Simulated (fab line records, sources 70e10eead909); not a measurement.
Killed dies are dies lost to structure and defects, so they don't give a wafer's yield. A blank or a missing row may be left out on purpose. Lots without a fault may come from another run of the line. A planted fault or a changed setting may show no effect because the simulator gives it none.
Chamber matching | flow nand_harc | NHARC_A_BONDPAD_ETCH_12 on rie_diel-11: 4 sister chambers
The step etches the open film in CHF3/O2, target depth 220 nm, time 110 s. 22 wafers are shown with their chamber, then 11 later ones without.

WAFERS WITH THEIR CHAMBER
wafer  | chamber | drypump_motor_current_A (A) | rf_vpp_V (V) | rf_fwd_power_W (W)
L566.2 | 1       | 6.2                         | 370.0        | 498.3
L566.3 | 3       | 5.6                         | 372.9        | 499.5
L566.6 | 1       | 6.2                         | 367.7        | 497.1
L567.2 | 1       | 6.2                         | 368.5        | 496.6
L567.5 | 2       | 6.5                         | 375.0        | 495.5
L567.6 | 1       | 6.2                         | 369.0        | 493.7
L569.1 | 1       | 6.2                         | 368.6        | 496.1
L569.3 | 2       | 6.6                         | 375.2        | 497.0
L569.4 | 0       | 5.9                         | 367.0        | 496.4
L568.1 | 3       | 5.7                         | 373.6        | 497.2
L568.3 | 2       | 6.5                         | 372.5        | 498.8
L568.4 | 0       | 5.9                         | 366.4        | 495.5
L571.2 | 3       | 5.7                         | 372.9        | 496.6
L571.3 | 1       | 6.2                         | 369.9        | 497.8
L571.6 | 0       | 5.9                         | 365.2        | 497.1
L573.1 | 0       | 5.9                         | 367.1        | 495.5
L573.2 | 3       | 5.7                         | 372.4        | 497.4
L573.6 | 2       | 6.5                         | 373.2        | 496.1
L572.4 | 1       | 6.2                         | 369.6        | 500.0
L572.5 | 1       | 6.2                         | 368.7        | 498.1
L572.6 | 2       | 6.5                         | 373.6        | 498.8
L576.1 | 3       | 5.7                         | 373.6        | 496.6

SIGNATURES (means of the wafers above)
reading                 | chamber 0 | chamber 1 | chamber 2 | chamber 3 | scatter within a chamber
drypump_motor_current_A | 5.900     | 6.200     | 6.520     | 5.680     | 0.0298
rf_vpp_V                | 366.425   | 369.000   | 373.900   | 373.080   | 0.855
rf_fwd_power_W          | 496.125   | 497.213   | 497.240   | 497.460   | 1.51
Rule: a wafer's distance from a chamber is the root of the sum, over the readings, of the square of ((its reading less the chamber's mean) divided by the reading's scatter). The wafer belongs to the nearest chamber; if the next one is less than 2 further off, it can't be placed. The scatter: the root of (the sum of the squares of (reading less its chamber's mean) over the shown wafers, divided by (wafers less chambers)).

WAFERS WITHOUT THEIR CHAMBER
wafer  | drypump_motor_current_A (A) | rf_vpp_V (V) | rf_fwd_power_W (W)
L576.2 | 5.8                         | 368.8        | 495.6
L576.6 | 5.9                         | 366.6        | 498.0
L575.1 | 6.5                         | 374.0        | 500.0
L575.4 | 5.9                         | 367.8        | 496.1
L575.6 | 5.6                         | 373.3        | 497.9
L578.2 | 6.0                         | 368.4        | 494.8
L578.3 | 6.3                         | 368.7        | 497.1
L578.5 | 5.6                         | 373.5        | 493.3
L582.1 | 6.2                         | 368.9        | 495.3
L582.3 | 5.7                         | 372.3        | 500.8
L582.6 | 5.9                         | 366.6        | 496.4

WHICH CHAMBER EACH WENT THROUGH
wafer  | from the rows above | in truth
L576.2 | 0                   | 0
L576.6 | 0                   | 0
L575.1 | 2                   | 2
L575.4 | 0                   | 0
L575.6 | 3                   | 3
L578.2 | 0                   | 0
L578.3 | 1                   | 1
L578.5 | 3                   | 3
L582.1 | 1                   | 1
L582.3 | 3                   | 3
L582.6 | 0                   | 0
Placed correctly: 11 of 11. Can't be placed from these rows: 0. Placed wrongly: 0.
